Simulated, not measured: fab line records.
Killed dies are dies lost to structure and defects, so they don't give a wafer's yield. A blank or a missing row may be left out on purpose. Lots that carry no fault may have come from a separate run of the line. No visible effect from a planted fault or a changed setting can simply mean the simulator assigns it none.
fab line records / flow nand-harc
record: lots: 13 wafers: 39 last-day: 32
route steps=1302 shown A_CHANNEL_FILL_D1@492
lots that met no fault: taken from a fault-free run of the same line
start-h: the number of hours between the record's first day and the start of the first shown wafer of the lot / wait-h: hours from the lot's prior step to this one / " identical to the entry in the row above / L1.1+2: a row that stands for several wafers / - no value, or no start given / * or withheld: withheld / < > ~ a bound
route shown NAME@n: names a module that has steps shown in the file, with the first one's number in the route / usual: mean and standard deviation over wafers with no fault / same: alike in all rows / chamber/n: place in a boat / sites: readings site by site / _std_site: standard deviation across them / _edge_site: the outer-site mean with the inner-site mean subtracted / radius-mm: how far each site lies from the wafer's centre / mask NAME#n: copy n / behind: the tool/chamber that last shaped the wafer / hold: why the lot was held/for how many hours/how that ended / device: transistor that didn't switch, given as n, p or np / end of line: the same wafers' tests at the end of the route / where a step has no rows: the recipe by itself / killed: dies that structure and defects cost at the first sort, which is not the same as the wafer's yield / map: dies across one wafer; x = killed, . = not, _ = none there
set.NAME: the setting that was run; set.NAME@STEP: the one run at that earlier step / model.NAME: the simulator's own value behind a step, which no gauge read
the route's steps for a sample of lots (tables are steps, rows are wafers)
services: when a tool's chamber went out of use (start-h, in hours from the record's first day, below 0 if earlier), for how many hours, and the reason
== steps ==
step: NHARC_A_CHANNEL_FILL_D1_ALD_02
recipe: target-thk-a: 60 pulse-time-s: 10 ald-cycles: 60 temp-c: 300 material: SiO2
usual: ald-cycles: 60/0 heater-power-w: 472/32 precursor-pulse-height-rel: 0.998/0.02
lot.wafer=L746.3 tool=ald-hk-01 chamber=0 start-h=186.41 wait-h=- ald-cycles=60 heater-power-w=467 precursor-pulse-height-rel=1.009
lot.wafer=L746.2 tool=ald-hk-01 chamber=1 start-h=186.41 wait-h=- ald-cycles=60 heater-power-w=505 precursor-pulse-height-rel=1.001
lot.wafer=L746.5 tool=ald-hk-01 chamber=3 start-h=186.41 wait-h=- ald-cycles=60 heater-power-w=468 precursor-pulse-height-rel=0.977
lot.wafer=L747.4 tool=ald-hk-02 chamber=0 start-h=205.51 wait-h=- ald-cycles=60 heater-power-w=470 precursor-pulse-height-rel=1.002
lot.wafer=L747.2 tool=ald-hk-02 chamber=2 start-h=205.51 wait-h=- ald-cycles=60 heater-power-w=499 precursor-pulse-height-rel=1.005
lot.wafer=L747.5 tool=ald-hk-02 chamber=0 start-h=205.51 wait-h=- ald-cycles=60 heater-power-w=475 precursor-pulse-height-rel=0.961
lot.wafer=L748.1 tool=ald-hk-01 chamber=0 start-h=211.00 wait-h=- ald-cycles=60 heater-power-w=472 precursor-pulse-height-rel=1.025
lot.wafer=L748.4 tool=ald-hk-01 chamber=1 start-h=211.00 wait-h=- ald-cycles=60 heater-power-w=491 precursor-pulse-height-rel=0.994
lot.wafer=L748.2 tool=ald-hk-01 chamber=2 start-h=211.00 wait-h=- ald-cycles=60 heater-power-w=404 precursor-pulse-height-rel=1.010
lot.wafer=L749.4 tool=ald-hk-01 chamber=0 start-h=212.19 wait-h=- ald-cycles=60 heater-power-w=461 precursor-pulse-height-rel=1.013
lot.wafer=L749.3 tool=ald-hk-01 chamber=1 start-h=212.19 wait-h=- ald-cycles=60 heater-power-w=499 precursor-pulse-height-rel=1.040
lot.wafer=L749.5 tool=ald-hk-01 chamber=1 start-h=212.19 wait-h=- ald-cycles=60 heater-power-w=500 precursor-pulse-height-rel=0.964
lot.wafer=L750.1 tool=ald-hk-02 chamber=0 start-h=228.69 wait-h=- ald-cycles=60 heater-power-w=490 precursor-pulse-height-rel=1.020
lot.wafer=L750.3 tool=ald-hk-02 chamber=2 start-h=228.69 wait-h=- ald-cycles=60 heater-power-w=505 precursor-pulse-height-rel=1.002
lot.wafer=L750.5 tool=ald-hk-02 chamber=0 start-h=228.69 wait-h=- ald-cycles=60 heater-power-w=476 precursor-pulse-height-rel=1.012
lot.wafer=L751.4 tool=ald-hk-01 chamber=0 start-h=237.05 wait-h=- ald-cycles=60 heater-power-w=475 precursor-pulse-height-rel=0.997
lot.wafer=L751.1 tool=ald-hk-01 chamber=3 start-h=237.05 wait-h=- ald-cycles=60 heater-power-w=480 precursor-pulse-height-rel=0.987
lot.wafer=L751.5 tool=ald-hk-01 chamber=0 start-h=237.05 wait-h=- ald-cycles=60 heater-power-w=467 precursor-pulse-height-rel=0.994
lot.wafer=L752.2 tool=ald-hk-02 chamber=0 start-h=248.79 wait-h=- ald-cycles=60 heater-power-w=486 precursor-pulse-height-rel=0.992
lot.wafer=L752.1 tool=ald-hk-02 chamber=3 start-h=248.79 wait-h=- ald-cycles=60 heater-power-w=487 precursor-pulse-height-rel=1.008
lot.wafer=L752.6 tool=ald-hk-02 chamber=0 start-h=248.79 wait-h=- ald-cycles=60 heater-power-w=481 precursor-pulse-height-rel=0.993
lot.wafer=L753.2 tool=ald-hk-02 chamber=2 start-h=267.04 wait-h=- ald-cycles=60 heater-power-w=514 precursor-pulse-height-rel=1.011
lot.wafer=L753.3 tool=ald-hk-02 chamber=3 start-h=267.04 wait-h=- ald-cycles=60 heater-power-w=478 precursor-pulse-height-rel=1.022
lot.wafer=L753.6 tool=ald-hk-02 chamber=1 start-h=267.04 wait-h=- ald-cycles=60 heater-power-w=455 precursor-pulse-height-rel=0.980
lot.wafer=L754.2 tool=ald-hk-02 chamber=0 start-h=267.40 wait-h=- ald-cycles=60 heater-power-w=481 precursor-pulse-height-rel=1.000
lot.wafer=L754.1 tool=ald-hk-02 chamber=1 start-h=267.40 wait-h=- ald-cycles=60 heater-power-w=474 precursor-pulse-height-rel=0.973
lot.wafer=L754.4 tool=ald-hk-02 chamber=2 start-h=267.40 wait-h=- ald-cycles=60 heater-power-w=510 precursor-pulse-height-rel=0.956
lot.wafer=L756.4 tool=ald-hk-01 chamber=1 start-h=290.40 wait-h=- ald-cycles=60 heater-power-w=509 precursor-pulse-height-rel=0.969
lot.wafer=L756.2 tool=ald-hk-01 chamber=2 start-h=290.40 wait-h=- ald-cycles=60 heater-power-w=419 precursor-pulse-height-rel=0.995
lot.wafer=L756.6 tool=ald-hk-01 chamber=2 start-h=290.40 wait-h=- ald-cycles=60 heater-power-w=410 precursor-pulse-height-rel=1.021
lot.wafer=L758.3 tool=ald-hk-04 chamber=1 start-h=318.27 wait-h=- ald-cycles=60 heater-power-w=510 precursor-pulse-height-rel=0.956
lot.wafer=L758.6 tool=ald-hk-04 chamber=3 start-h=318.27 wait-h=- ald-cycles=60 heater-power-w=461 precursor-pulse-height-rel=1.003
lot.wafer=L758.5 tool=ald-hk-04 chamber=0 start-h=318.27 wait-h=- ald-cycles=60 heater-power-w=459 precursor-pulse-height-rel=1.015
lot.wafer=L766.2 tool=ald-hk-01 chamber=3 start-h=385.28 wait-h=- ald-cycles=60 heater-power-w=495 precursor-pulse-height-rel=0.986
lot.wafer=L766.1 tool=ald-hk-01 chamber=2 start-h=385.28 wait-h=- ald-cycles=60 heater-power-w=397 precursor-pulse-height-rel=0.969
lot.wafer=L766.6 tool=ald-hk-01 chamber=0 start-h=385.28 wait-h=- ald-cycles=60 heater-power-w=457 precursor-pulse-height-rel=1.011
lot.wafer=L768.2 tool=ald-hk-01 chamber=2 start-h=404.90 wait-h=- ald-cycles=60 heater-power-w=414 precursor-pulse-height-rel=1.005
lot.wafer=L768.3 tool=ald-hk-01 chamber=3 start-h=404.90 wait-h=- ald-cycles=60 heater-power-w=482 precursor-pulse-height-rel=0.965
lot.wafer=L768.5 tool=ald-hk-01 chamber=3 start-h=404.90 wait-h=- ald-cycles=60 heater-power-w=471 precursor-pulse-height-rel=0.965
step: NHARC_A_CHANNEL_FILL_D1_ALD_15
recipe: target-thk-a: 20 pulse-time-s: 60 ald-cycles: 19 temp-c: 630 pressure-torr: 2 material: SiNx
usual: ald-cycles: 19/0 precursor-pulse-height-rel: 0.998/0.018
lot.wafer=L746.2 tool=ald-sin-batch-01 chamber=0 start-h=196.46 wait-h=- ald-cycles=19 precursor-pulse-height-rel=0.969
lot.wafer=L746.3 tool=ald-sin-batch-01 chamber=0 start-h=196.46 wait-h=- ald-cycles=19 precursor-pulse-height-rel=1.038
lot.wafer=L746.5 tool=ald-sin-batch-01 chamber=0 start-h=196.46 wait-h=- ald-cycles=19 precursor-pulse-height-rel=0.997
lot.wafer=L747.2 tool=ald-sin-batch-03 chamber=0 start-h=215.75 wait-h=- ald-cycles=19 precursor-pulse-height-rel=0.985
lot.wafer=L747.4 tool=ald-sin-batch-03 chamber=0 start-h=215.75 wait-h=- ald-cycles=19 precursor-pulse-height-rel=1.021
lot.wafer=L747.5 tool=ald-sin-batch-03 chamber=0 start-h=215.75 wait-h=- ald-cycles=19 precursor-pulse-height-rel=0.994
lot.wafer=L748.1 tool=ald-sin-batch-02 chamber=0 start-h=221.10 wait-h=- ald-cycles=19 precursor-pulse-height-rel=1.004
lot.wafer=L748.2 tool=ald-sin-batch-02 chamber=0 start-h=221.10 wait-h=- ald-cycles=19 precursor-pulse-height-rel=0.963
lot.wafer=L748.4 tool=ald-sin-batch-02 chamber=0 start-h=221.10 wait-h=- ald-cycles=19 precursor-pulse-height-rel=0.982
lot.wafer=L749.3 tool=ald-sin-batch-02 chamber=0 start-h=221.10 wait-h=- ald-cycles=19 precursor-pulse-height-rel=1.020
lot.wafer=L749.4 tool=ald-sin-batch-02 chamber=0 start-h=221.10 wait-h=- ald-cycles=19 precursor-pulse-height-rel=1.019
lot.wafer=L749.5 tool=ald-sin-batch-02 chamber=0 start-h=221.10 wait-h=- ald-cycles=19 precursor-pulse-height-rel=0.977
lot.wafer=L750.1 tool=ald-sin-batch-02 chamber=0 start-h=238.83 wait-h=- ald-cycles=19 precursor-pulse-height-rel=0.984
lot.wafer=L750.3 tool=ald-sin-batch-02 chamber=0 start-h=238.83 wait-h=- ald-cycles=19 precursor-pulse-height-rel=1.000
lot.wafer=L750.5 tool=ald-sin-batch-02 chamber=0 start-h=238.83 wait-h=- ald-cycles=19 precursor-pulse-height-rel=0.982
lot.wafer=L751.1 tool=ald-sin-batch-01 chamber=0 start-h=247.19 wait-h=- ald-cycles=19 precursor-pulse-height-rel=1.029
lot.wafer=L751.4 tool=ald-sin-batch-01 chamber=0 start-h=247.19 wait-h=- ald-cycles=19 precursor-pulse-height-rel=0.995
lot.wafer=L751.5 tool=ald-sin-batch-01 chamber=0 start-h=247.19 wait-h=- ald-cycles=19 precursor-pulse-height-rel=0.997
lot.wafer=L752.1 tool=ald-sin-batch-01 chamber=0 start-h=258.95 wait-h=- ald-cycles=19 precursor-pulse-height-rel=0.962
lot.wafer=L752.2 tool=ald-sin-batch-01 chamber=0 start-h=258.95 wait-h=- ald-cycles=19 precursor-pulse-height-rel=0.991
lot.wafer=L752.6 tool=ald-sin-batch-01 chamber=0 start-h=258.95 wait-h=- ald-cycles=19 precursor-pulse-height-rel=1.039
lot.wafer=L753.2 tool=ald-sin-batch-03 chamber=0 start-h=277.58 wait-h=- ald-cycles=19 precursor-pulse-height-rel=0.983
lot.wafer=L753.3 tool=ald-sin-batch-03 chamber=0 start-h=277.58 wait-h=- ald-cycles=19 precursor-pulse-height-rel=1.013
lot.wafer=L753.6 tool=ald-sin-batch-03 chamber=0 start-h=277.58 wait-h=- ald-cycles=19 precursor-pulse-height-rel=0.997
lot.wafer=L754.1 tool=ald-sin-batch-03 chamber=0 start-h=277.58 wait-h=- ald-cycles=19 precursor-pulse-height-rel=1.015
lot.wafer=L754.2 tool=ald-sin-batch-03 chamber=0 start-h=277.58 wait-h=- ald-cycles=19 precursor-pulse-height-rel=0.968
lot.wafer=L754.4 tool=ald-sin-batch-03 chamber=0 start-h=277.58 wait-h=- ald-cycles=19 precursor-pulse-height-rel=0.994
lot.wafer=L756.2 tool=ald-sin-batch-02 chamber=0 start-h=300.78 wait-h=- ald-cycles=19 precursor-pulse-height-rel=0.997
lot.wafer=L756.4 tool=ald-sin-batch-02 chamber=0 start-h=300.78 wait-h=- ald-cycles=19 precursor-pulse-height-rel=1.003
lot.wafer=L756.6 tool=ald-sin-batch-02 chamber=0 start-h=300.78 wait-h=- ald-cycles=19 precursor-pulse-height-rel=1.021
lot.wafer=L758.3 tool=ald-sin-batch-02 chamber=0 start-h=327.72 wait-h=- ald-cycles=19 precursor-pulse-height-rel=0.999
lot.wafer=L758.5 tool=ald-sin-batch-02 chamber=0 start-h=327.72 wait-h=- ald-cycles=19 precursor-pulse-height-rel=1.029
lot.wafer=L758.6 tool=ald-sin-batch-02 chamber=0 start-h=327.72 wait-h=- ald-cycles=19 precursor-pulse-height-rel=1.027
lot.wafer=L766.1 tool=ald-sin-batch-01 chamber=0 start-h=395.42 wait-h=- ald-cycles=25 precursor-pulse-height-rel=1.016
lot.wafer=L766.2 tool=ald-sin-batch-01 chamber=0 start-h=395.42 wait-h=- ald-cycles=25 precursor-pulse-height-rel=0.982
lot.wafer=L766.6 tool=ald-sin-batch-01 chamber=0 start-h=395.42 wait-h=- ald-cycles=25 precursor-pulse-height-rel=0.965
lot.wafer=L768.2 tool=ald-sin-batch-01 chamber=0 start-h=415.03 wait-h=- ald-cycles=25 precursor-pulse-height-rel=0.995
lot.wafer=L768.3 tool=ald-sin-batch-01 chamber=0 start-h=415.03 wait-h=- ald-cycles=25 precursor-pulse-height-rel=1.000
lot.wafer=L768.5 tool=ald-sin-batch-01 chamber=0 start-h=415.03 wait-h=- ald-cycles=25 precursor-pulse-height-rel=0.984
step: NHARC_A_CHANNEL_FILL_D1_ALD_16
recipe: target-thk-a: 15 pulse-time-s: 10 ald-cycles: 15 temp-c: 300 material: SiO2
usual: ald-cycles: 15/0 heater-power-w: 487/41 precursor-pulse-height-rel: 1.001/0.019
lot.wafer=L746.2 tool=ald-hk-04 chamber=3 start-h=198.50 wait-h=0.0 ald-cycles=15 heater-power-w=461 precursor-pulse-height-rel=1.001
lot.wafer=L746.3 tool=ald-hk-04 chamber=1 start-h=198.50 wait-h=0.0 ald-cycles=15 heater-power-w=494 precursor-pulse-height-rel=1.016
lot.wafer=L746.5 tool=ald-hk-04 chamber=3 start-h=198.50 wait-h=0.0 ald-cycles=15 heater-power-w=452 precursor-pulse-height-rel=1.024
lot.wafer=L747.2 tool=ald-hk-02 chamber=1 start-h=217.80 wait-h=0.0 ald-cycles=15 heater-power-w=461 precursor-pulse-height-rel=0.984
lot.wafer=L747.4 tool=ald-hk-02 chamber=0 start-h=217.80 wait-h=0.0 ald-cycles=15 heater-power-w=489 precursor-pulse-height-rel=0.989
lot.wafer=L747.5 tool=ald-hk-02 chamber=1 start-h=217.80 wait-h=0.0 ald-cycles=15 heater-power-w=461 precursor-pulse-height-rel=0.996
lot.wafer=L748.1 tool=ald-hk-02 chamber=2 start-h=223.16 wait-h=0.0 ald-cycles=15 heater-power-w=501 precursor-pulse-height-rel=0.973
lot.wafer=L748.2 tool=ald-hk-02 chamber=3 start-h=223.16 wait-h=0.0 ald-cycles=15 heater-power-w=484 precursor-pulse-height-rel=1.040
lot.wafer=L748.4 tool=ald-hk-02 chamber=0 start-h=223.16 wait-h=0.0 ald-cycles=15 heater-power-w=490 precursor-pulse-height-rel=0.978
lot.wafer=L749.3 tool=ald-hk-04 chamber=1 start-h=223.19 wait-h=0.1 ald-cycles=15 heater-power-w=494 precursor-pulse-height-rel=1.008
lot.wafer=L749.4 tool=ald-hk-04 chamber=3 start-h=223.19 wait-h=0.1 ald-cycles=15 heater-power-w=449 precursor-pulse-height-rel=1.005
lot.wafer=L749.5 tool=ald-hk-04 chamber=0 start-h=223.19 wait-h=0.1 ald-cycles=15 heater-power-w=507 precursor-pulse-height-rel=0.990
lot.wafer=L750.1 tool=ald-hk-04 chamber=2 start-h=240.94 wait-h=0.1 ald-cycles=15 heater-power-w=577 precursor-pulse-height-rel=0.992
lot.wafer=L750.3 tool=ald-hk-04 chamber=3 start-h=240.94 wait-h=0.1 ald-cycles=15 heater-power-w=445 precursor-pulse-height-rel=1.005
lot.wafer=L750.5 tool=ald-hk-04 chamber=0 start-h=240.94 wait-h=0.1 ald-cycles=15 heater-power-w=475 precursor-pulse-height-rel=1.001
lot.wafer=L751.1 tool=ald-hk-01 chamber=0 start-h=249.23 wait-h=0.0 ald-cycles=15 heater-power-w=471 precursor-pulse-height-rel=1.035
lot.wafer=L751.4 tool=ald-hk-01 chamber=2 start-h=249.23 wait-h=0.0 ald-cycles=15 heater-power-w=416 precursor-pulse-height-rel=0.988
lot.wafer=L751.5 tool=ald-hk-01 chamber=0 start-h=249.23 wait-h=0.0 ald-cycles=15 heater-power-w=465 precursor-pulse-height-rel=0.998
lot.wafer=L752.1 tool=ald-hk-01 chamber=0 start-h=261.02 wait-h=0.0 ald-cycles=15 heater-power-w=468 precursor-pulse-height-rel=0.999
lot.wafer=L752.2 tool=ald-hk-01 chamber=2 start-h=261.02 wait-h=0.0 ald-cycles=15 heater-power-w=424 precursor-pulse-height-rel=0.971
lot.wafer=L752.6 tool=ald-hk-01 chamber=1 start-h=261.02 wait-h=0.0 ald-cycles=15 heater-power-w=502 precursor-pulse-height-rel=1.004
lot.wafer=L754.2 tool=ald-hk-04 chamber=3 start-h=279.62 wait-h=0.0 ald-cycles=15 heater-power-w=460 precursor-pulse-height-rel=0.960
lot.wafer=L754.4 tool=ald-hk-04 chamber=0 start-h=279.62 wait-h=0.0 ald-cycles=15 heater-power-w=457 precursor-pulse-height-rel=0.969
lot.wafer=L754.1 tool=ald-hk-04 chamber=2 start-h=279.62 wait-h=0.0 ald-cycles=15 heater-power-w=550 precursor-pulse-height-rel=0.973
lot.wafer=L753.3 tool=ald-hk-01 chamber=3 start-h=279.64 wait-h=0.1 ald-cycles=15 heater-power-w=480 precursor-pulse-height-rel=0.976
lot.wafer=L753.2 tool=ald-hk-01 chamber=0 start-h=279.64 wait-h=0.1 ald-cycles=15 heater-power-w=473 precursor-pulse-height-rel=0.979
lot.wafer=L753.6 tool=ald-hk-01 chamber=3 start-h=279.64 wait-h=0.1 ald-cycles=15 heater-power-w=466 precursor-pulse-height-rel=1.032
lot.wafer=L756.2 tool=ald-hk-04 chamber=1 start-h=302.87 wait-h=0.1 ald-cycles=15 heater-power-w=508 precursor-pulse-height-rel=0.999
lot.wafer=L756.4 tool=ald-hk-04 chamber=3 start-h=302.87 wait-h=0.1 ald-cycles=15 heater-power-w=453 precursor-pulse-height-rel=0.990
lot.wafer=L756.6 tool=ald-hk-04 chamber=0 start-h=302.87 wait-h=0.1 ald-cycles=15 heater-power-w=458 precursor-pulse-height-rel=0.995
lot.wafer=L758.3 tool=ald-hk-02 chamber=0 start-h=329.88 wait-h=0.2 ald-cycles=15 heater-power-w=491 precursor-pulse-height-rel=1.005
lot.wafer=L758.5 tool=ald-hk-02 chamber=1 start-h=329.88 wait-h=0.2 ald-cycles=15 heater-power-w=469 precursor-pulse-height-rel=0.961
lot.wafer=L758.6 tool=ald-hk-02 chamber=2 start-h=329.88 wait-h=0.2 ald-cycles=15 heater-power-w=506 precursor-pulse-height-rel=1.011
lot.wafer=L766.2 tool=ald-hk-04 chamber=1 start-h=397.44 wait-h=0.0 ald-cycles=15 heater-power-w=500 precursor-pulse-height-rel=1.009
lot.wafer=L766.1 tool=ald-hk-04 chamber=3 start-h=397.44 wait-h=0.0 ald-cycles=15 heater-power-w=452 precursor-pulse-height-rel=1.003
lot.wafer=L766.6 tool=ald-hk-04 chamber=1 start-h=397.44 wait-h=0.0 ald-cycles=15 heater-power-w=502 precursor-pulse-height-rel=1.000
lot.wafer=L768.3 tool=ald-hk-04 chamber=2 start-h=417.08 wait-h=0.0 ald-cycles=15 heater-power-w=568 precursor-pulse-height-rel=0.995
lot.wafer=L768.2 tool=ald-hk-04 chamber=0 start-h=417.08 wait-h=0.0 ald-cycles=15 heater-power-w=460 precursor-pulse-height-rel=1.019
lot.wafer=L768.5 tool=ald-hk-04 chamber=3 start-h=417.08 wait-h=0.0 ald-cycles=15 heater-power-w=467 precursor-pulse-height-rel=0.976
step: NHARC_A_CHANNEL_FILL_D1_INSPECT_13
usual: raw-defect-count: 355/170
lot.wafer=L746.2 tool=defect-inspect-01 chamber=- start-h=236.65 wait-h=0.0 raw-defect-count=217
lot.wafer=L746.3 tool=defect-inspect-01 chamber=- start-h=236.65 wait-h=0.0 raw-defect-count=307
lot.wafer=L746.5 tool=defect-inspect-01 chamber=- start-h=236.65 wait-h=0.0 raw-defect-count=250
lot.wafer=L747.2 tool=defect-inspect-01 chamber=- start-h=256.33 wait-h=0.0 raw-defect-count=226
lot.wafer=L747.4 tool=defect-inspect-01 chamber=- start-h=256.33 wait-h=0.0 raw-defect-count=232
lot.wafer=L747.5 tool=defect-inspect-01 chamber=- start-h=256.33 wait-h=0.0 raw-defect-count=148
lot.wafer=L749.3 tool=defect-inspect-02 chamber=- start-h=256.36 wait-h=0.0 raw-defect-count=567
lot.wafer=L749.4 tool=defect-inspect-02 chamber=- start-h=256.36 wait-h=0.0 raw-defect-count=298
lot.wafer=L749.5 tool=defect-inspect-02 chamber=- start-h=256.36 wait-h=0.0 raw-defect-count=356
lot.wafer=L748.1 tool=defect-inspect-01 chamber=- start-h=256.36 wait-h=0.0 raw-defect-count=363
lot.wafer=L748.2 tool=defect-inspect-01 chamber=- start-h=256.36 wait-h=0.0 raw-defect-count=323
lot.wafer=L748.4 tool=defect-inspect-01 chamber=- start-h=256.36 wait-h=0.0 raw-defect-count=262
lot.wafer=L750.1 tool=defect-inspect-02 chamber=- start-h=276.59 wait-h=0.0 raw-defect-count=481
lot.wafer=L750.3 tool=defect-inspect-02 chamber=- start-h=276.59 wait-h=0.0 raw-defect-count=325
lot.wafer=L750.5 tool=defect-inspect-02 chamber=- start-h=276.59 wait-h=0.0 raw-defect-count=429
lot.wafer=L751.1 tool=defect-inspect-01 chamber=- start-h=286.39 wait-h=0.0 raw-defect-count=237
lot.wafer=L751.4 tool=defect-inspect-01 chamber=- start-h=286.39 wait-h=0.0 raw-defect-count=150
lot.wafer=L751.5 tool=defect-inspect-01 chamber=- start-h=286.39 wait-h=0.0 raw-defect-count=198
lot.wafer=L752.1 tool=defect-inspect-01 chamber=- start-h=296.58 wait-h=0.0 raw-defect-count=613
lot.wafer=L752.2 tool=defect-inspect-01 chamber=- start-h=296.58 wait-h=0.0 raw-defect-count=437
lot.wafer=L752.6 tool=defect-inspect-01 chamber=- start-h=296.58 wait-h=0.0 raw-defect-count=348
lot.wafer=L753.2 tool=defect-inspect-02 chamber=- start-h=317.70 wait-h=0.0 raw-defect-count=352
lot.wafer=L753.3 tool=defect-inspect-02 chamber=- start-h=317.70 wait-h=0.0 raw-defect-count=260
lot.wafer=L753.6 tool=defect-inspect-02 chamber=- start-h=317.70 wait-h=0.0 raw-defect-count=542
lot.wafer=L754.1 tool=defect-inspect-01 chamber=- start-h=317.71 wait-h=0.0 raw-defect-count=342
lot.wafer=L754.2 tool=defect-inspect-01 chamber=- start-h=317.71 wait-h=0.0 raw-defect-count=159
lot.wafer=L754.4 tool=defect-inspect-01 chamber=- start-h=317.71 wait-h=0.0 raw-defect-count=132
lot.wafer=L756.2 tool=defect-inspect-01 chamber=- start-h=339.88 wait-h=0.0 raw-defect-count=331
lot.wafer=L756.4 tool=defect-inspect-01 chamber=- start-h=339.88 wait-h=0.0 raw-defect-count=481
lot.wafer=L756.6 tool=defect-inspect-01 chamber=- start-h=339.88 wait-h=0.0 raw-defect-count=285
lot.wafer=L758.3 tool=defect-inspect-02 chamber=- start-h=369.41 wait-h=0.0 raw-defect-count=372
lot.wafer=L758.5 tool=defect-inspect-02 chamber=- start-h=369.41 wait-h=0.0 raw-defect-count=301
lot.wafer=L758.6 tool=defect-inspect-02 chamber=- start-h=369.41 wait-h=0.0 raw-defect-count=384
lot.wafer=L766.1 tool=defect-inspect-02 chamber=- start-h=435.35 wait-h=0.0 raw-defect-count=237
lot.wafer=L766.2 tool=defect-inspect-02 chamber=- start-h=435.35 wait-h=0.0 raw-defect-count=279
lot.wafer=L766.6 tool=defect-inspect-02 chamber=- start-h=435.35 wait-h=0.0 raw-defect-count=250
lot.wafer=L768.2 tool=defect-inspect-01 chamber=- start-h=452.91 wait-h=0.0 raw-defect-count=374
lot.wafer=L768.3 tool=defect-inspect-01 chamber=- start-h=452.91 wait-h=0.0 raw-defect-count=302
lot.wafer=L768.5 tool=defect-inspect-01 chamber=- start-h=452.91 wait-h=0.0 raw-defect-count=438
== services ==
tool=ald-hk-02 chamber=- start-h=171.53 hours=10.0 kind=pm
tool=ald-hk-02 chamber=0 start-h=171.53 hours=10.0 kind=vent-cycle
tool=ald-hk-02 chamber=1 start-h=171.53 hours=10.0 kind=vent-cycle
tool=ald-hk-02 chamber=2 start-h=171.53 hours=10.0 kind=vent-cycle
tool=ald-hk-02 chamber=3 start-h=171.53 hours=10.0 kind=vent-cycle
tool=ald-hk-02 chamber=0 start-h=181.53 hours=- kind=clean
tool=ald-hk-02 chamber=1 start-h=181.53 hours=- kind=clean
tool=ald-hk-02 chamber=2 start-h=181.53 hours=- kind=clean
tool=ald-hk-02 chamber=3 start-h=181.53 hours=- kind=clean
tool=ald-hk-01 chamber=- start-h=228.73 hours=1.3 kind=repair
tool=ald-hk-04 chamber=- start-h=260.58 hours=10.0 kind=pm
tool=ald-hk-04 chamber=0 start-h=260.58 hours=10.0 kind=vent-cycle
tool=ald-sin-batch-02 chamber=- start-h=268.06 hours=26.0 kind=pm
tool=ald-hk-04 chamber=- start-h=299.88 hours=0.7 kind=repair
tool=ald-hk-01 chamber=- start-h=305.60 hours=10.0 kind=pm
tool=ald-hk-01 chamber=0 start-h=305.60 hours=10.0 kind=vent-cycle
tool=ald-hk-01 chamber=1 start-h=305.60 hours=10.0 kind=vent-cycle
tool=ald-hk-01 chamber=2 start-h=305.60 hours=10.0 kind=vent-cycle
tool=ald-hk-01 chamber=3 start-h=305.60 hours=10.0 kind=vent-cycle
tool=ald-hk-01 chamber=0 start-h=315.60 hours=- kind=clean
tool=ald-hk-01 chamber=1 start-h=315.60 hours=- kind=clean
tool=ald-hk-01 chamber=2 start-h=315.60 hours=- kind=clean
tool=ald-hk-01 chamber=3 start-h=315.60 hours=- kind=clean
tool=ald-hk-02 chamber=- start-h=349.53 hours=10.0 kind=pm
== key ==
first-sign: step: NHARC_A_CHANNEL_FILL_D1_ALD_15 reading: ald-cycles direction: up sigmas: 99+ usual: 19 struck: 25
effect none on later readings
met-at NHARC_A_CHANNEL_FILL_D1_ALD_15
struck-lots L766,L768
tester-left-out L766,L768
not-acting-at NHARC_A_CHANNEL_FILL_D1_ALD_02,NHARC_A_CHANNEL_FILL_D1_ALD_16,NHARC_A_CHANNEL_FILL_D1_INSPECT_13
onset-between 258.95 395.42
fault: kind: process-parameter-drift tool: ald-sin-batch-01 chamber: - onset-h: 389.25 steps: NHARC_A_CHANNEL_FILL_D1_ALD_15 channel: ald-cycles offset: 6 shape: step end-h: 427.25 acts-in: these-recipes-only stated: 19
tester-left-out: of these lots the tester's yield and bins aren't shown, on N5 and GAA mostly nor the transistor test; their killed dies are dies lost to structure and defects alone, not to doping, threshold or leakage, so they don't give the yield
